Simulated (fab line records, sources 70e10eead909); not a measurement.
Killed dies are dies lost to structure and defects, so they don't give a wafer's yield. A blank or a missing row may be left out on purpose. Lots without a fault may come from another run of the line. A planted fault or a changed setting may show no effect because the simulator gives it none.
Chamber matching | flow nand_harc | NHARC_A_CONTACT_ETCH_88 on rie_diel-13: 4 sister chambers
The step etches the open film in CF4, target depth 39 nm, time 65 s. 18 wafers are shown with their chamber, then 9 later ones without.

WAFERS WITH THEIR CHAMBER
wafer  | chamber | drypump_motor_current_A (A) | showerhead_plenum_p_Torr (Torr) | rf_vpp_V (V)
L075.1 | 2       | 6.2                         | 1.64                            | 150.1
L075.3 | 0       | 5.1                         | 1.68                            | 150.0
L075.6 | 0       | 5.1                         | 1.68                            | 149.7
L076.1 | 2       | 6.2                         | 1.64                            | 150.6
L076.2 | 3       | 5.6                         | 1.83                            | 151.0
L076.5 | 3       | 5.6                         | 1.83                            | 152.3
L083.2 | 2       | 6.2                         | 1.64                            | 148.7
L083.4 | 1       | 6.0                         | 1.78                            | 151.1
L083.5 | 3       | 5.6                         | 1.83                            | 151.8
L084.2 | 3       | 5.6                         | 1.83                            | 152.6
L084.4 | 2       | 6.2                         | 1.91                            | 153.9
L084.6 | 3       | 5.6                         | 1.83                            | 152.6
L085.3 | 2       | 6.2                         | 1.91                            | 152.8
L085.4 | 1       | 6.1                         | 1.78                            | 150.3
L085.5 | 0       | 5.1                         | 1.68                            | 149.3
L087.2 | 2       | 6.2                         | 1.91                            | 155.0
L087.3 | 3       | 5.6                         | 1.83                            | 151.0
L087.5 | 2       | 6.2                         | 1.91                            | 153.0

SIGNATURES (means of the wafers above)
reading                  | chamber 0 | chamber 1 | chamber 2 | chamber 3 | scatter within a chamber
drypump_motor_current_A  | 5.100     | 6.050     | 6.200     | 5.600     | 0.0189
showerhead_plenum_p_Torr | 1.6800    | 1.7800    | 1.7943    | 1.8300    | 0.0945
rf_vpp_V                 | 149.667   | 150.700   | 152.014   | 151.883   | 1.56
Rule: a wafer's distance from a chamber is the root of the sum, over the readings, of the square of ((its reading less the chamber's mean) divided by the reading's scatter). The wafer belongs to the nearest chamber; if the next one is less than 2 further off, it can't be placed. The scatter: the root of (the sum of the squares of (reading less its chamber's mean) over the shown wafers, divided by (wafers less chambers)).

WAFERS WITHOUT THEIR CHAMBER
wafer  | drypump_motor_current_A (A) | showerhead_plenum_p_Torr (Torr) | rf_vpp_V (V)
L089.2 | 5.6                         | 1.83                            | 152.5
L089.3 | 6.2                         | 1.91                            | 152.2
L089.4 | 6.0                         | 1.78                            | 152.9
L090.1 | 5.1                         | 1.68                            | 148.8
L090.2 | 6.1                         | 1.78                            | 152.3
L090.5 | 6.2                         | 1.90                            | 153.6
L097.2 | 5.1                         | 1.68                            | 150.4
L097.3 | 6.0                         | 1.78                            | 150.3
L097.5 | 6.2                         | 1.90                            | 151.3

WHICH CHAMBER EACH WENT THROUGH
wafer  | from the rows above | in truth
L089.2 | 3                   | 3
L089.3 | 2                   | 2
L089.4 | 1                   | 1
L090.1 | 0                   | 0
L090.2 | 1                   | 1
L090.5 | 2                   | 2
L097.2 | 0                   | 0
L097.3 | 1                   | 1
L097.5 | 2                   | 2
Placed correctly: 9 of 9. Can't be placed from these rows: 0. Placed wrongly: 0.
